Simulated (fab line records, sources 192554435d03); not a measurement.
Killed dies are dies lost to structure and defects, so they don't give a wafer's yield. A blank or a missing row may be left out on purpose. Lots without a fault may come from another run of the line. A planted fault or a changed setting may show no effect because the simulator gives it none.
Split-lot experiment | flow n5_finfet | 4 lots, 21 wafers read, on a route of 1938 steps

THE SPLIT
At N5_BEOL_M4_DESCUM_33 (chemistry O2, time 7 s), the setting time_s was moved away from the recipe's 7 s on 9 of the 21 wafers read, by -16.0% to +21.7%. The other wafers ran this setting at the recipe's value.

FROM THE SPLIT TO THE READING: what the file shows between them, 3 steps
- N5_BEOL_M4_ETCH_77: etches underlayer in N2/H2, target depth 6.5 nm, time 5.2 s
- N5_BEOL_M4_ETCH_69: etches SiARC in CF4, target depth 15.6 nm, time 26 s
- N5_BEOL_M4_ALD_98: deposits SiO2, target thk 2.5 nm, pulse time 1 s, co reactant pulse time 1 s

THE READING
CAR-EUV_of_BEOL_M4_COAT_22.thk_nm (the simulator's own value, which no gauge read), in nm, at N5_BEOL_M4_ETCHBACK_99 (etches SiO2 in CHF3, target depth 5 nm, time 10.4 s). The file gives no usual value for it. The 12 wafers here that ran the recipe average 10.4 nm, standard deviation 0.14 nm.

wafer  | tool, chamber at the split | time_s as run, s | against the recipe | CAR-EUV_of_BEOL_M4_COAT_22.thk_nm, nm | against lot-mates on the recipe
L081.4 | rie_diel-06, 0,0,3         | 7                | recipe             | 10.2                                  | -
L081.5 | rie_diel-06, 0,0,3         | 7                | recipe             | 10.2                                  | -
L081.6 | rie_diel-06, 0,0,3         | 7                | recipe             | 10.4                                  | -
L079.1 | rie_diel-03, 1,2           | 8.521            | +21.7%             | 9.4                                   | -1.0
L079.4 | rie_diel-03, 0             | 8.521            | +21.7%             | 9.4                                   | -1.0
L079.2 | rie_diel-03, 3,2,3         | 7                | recipe             | 10.4                                  | -
L079.3 | rie_diel-03, 3,2,3         | 7                | recipe             | 10.4                                  | -
L079.5 | rie_diel-03, 3,2,3         | 7                | recipe             | 10.4                                  | -
L079.6 | rie_diel-03, 1,2           | 8.521            | +21.7%             | 9.6                                   | -0.8
L087.1 | rie_diel-01, 0,2,1         | 7                | recipe             | 10.6                                  | -
L087.4 | rie_diel-01, 0,2,1         | 7                | recipe             | 10.6                                  | -
L087.6 | rie_diel-01, 0,2,1         | 7                | recipe             | 10.6                                  | -
L087.2 | rie_diel-01, 2,1,0         | 6.35             | -9.3%              | 10.8                                  | +0.2
L087.3 | rie_diel-01, 2,1,0         | 6.35             | -9.3%              | 11                                    | +0.4
L087.5 | rie_diel-01, 2,1,0         | 6.35             | -9.3%              | 11                                    | +0.4
L089.1 | rie_diel-03, 2             | 7                | recipe             | 10.6                                  | -
L089.2 | rie_diel-03, 3,1           | 5.881            | -16.0%             | 11                                    | +0.5
L089.3 | rie_diel-03, 3,1           | 5.881            | -16.0%             | 11                                    | +0.5
L089.6 | rie_diel-03, 3             | 5.881            | -16.0%             | 11                                    | +0.5
L089.4 | rie_diel-03, 0             | 7                | recipe             | 10.4                                  | -
L089.5 | rie_diel-03, 0             | 7                | recipe             | 10.4                                  | -
Where a row lists several chambers, the file gives one row for several wafers and doesn't say which wafer went through which chamber.

THE FIT
A straight line over all 21 wafers: CAR-EUV_of_BEOL_M4_COAT_22.thk_nm changes by -0.0427 nm for each +1% of time_s; r = -0.96; the points scatter about the line by 0.14 nm.
The same after taking each lot's own level away (the mean of its wafers on the recipe; 21 wafers): -0.0393 nm for each +1%; r = -0.98; scatter 0.085 nm.
On that fit, the largest move of time_s shifts the reading by 0.85 nm.
The lots' own levels span 10.27 to 10.60 nm, that is 2.4 times the standard deviation above.
So the lot-to-lot level changes the slope little: the two slopes agree.
Check: with one of the wafers moved furthest among these (+21.7%) left out of the fit, the line predicts -0.845 nm for it against its lot-mates. It came out at -1 nm against them.

OTHER SPLITS ON THESE WAFERS
These wafers also went through other splits before the reading. Each is held against what the fit with the lots' levels taken away leaves over:
other split on the same wafers | wafers away from the commonest value | r with CAR-EUV_of_BEOL_M4_COAT_22.thk_nm (lot level and that fit taken away)
N5_BEOL_M3_ETCH_64 time_s      | 3                                    | -0.10
N5_BEOL_M3_ALD_98 ald_cycles   | 9                                    | +0.33

THE WHOLE CHAIN: every reading that the file lists as answering this split, in the file's order
step                   | what it does                                                | reading                                                                            | change (the file's fit)                | r (the file's)
N5_BEOL_M4_DESCUM_33   | chemistry O2, time 7 s                                      | CAR-EUV_of_BEOL_M4_COAT_22.thk_nm (the simulator's own value, which no gauge read) | -0.0395 nm for each +1% of the setting | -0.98
N5_BEOL_M4_ETCH_77     | etches underlayer in N2/H2, target depth 6.5 nm, time 5.2 s | CAR-EUV_of_BEOL_M4_COAT_22.thk_nm (the simulator's own value, which no gauge read) | -0.0418 nm for each +1% of the setting | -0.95
N5_BEOL_M4_ETCH_69     | etches SiARC in CF4, target depth 15.6 nm, time 26 s        | CAR-EUV_of_BEOL_M4_COAT_22.thk_nm (the simulator's own value, which no gauge read) | -0.0408 nm for each +1% of the setting | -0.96
N5_BEOL_M4_ETCHBACK_99 | etches SiO2 in CHF3, target depth 5 nm, time 10.4 s         | CAR-EUV_of_BEOL_M4_COAT_22.thk_nm (the simulator's own value, which no gauge read) | -0.0392 nm for each +1% of the setting | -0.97

THE FILE'S OWN FIT
CAR-EUV_of_BEOL_M4_COAT_22.thk_nm changes by -0.0392 nm for each +1% of time_s, r = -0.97.
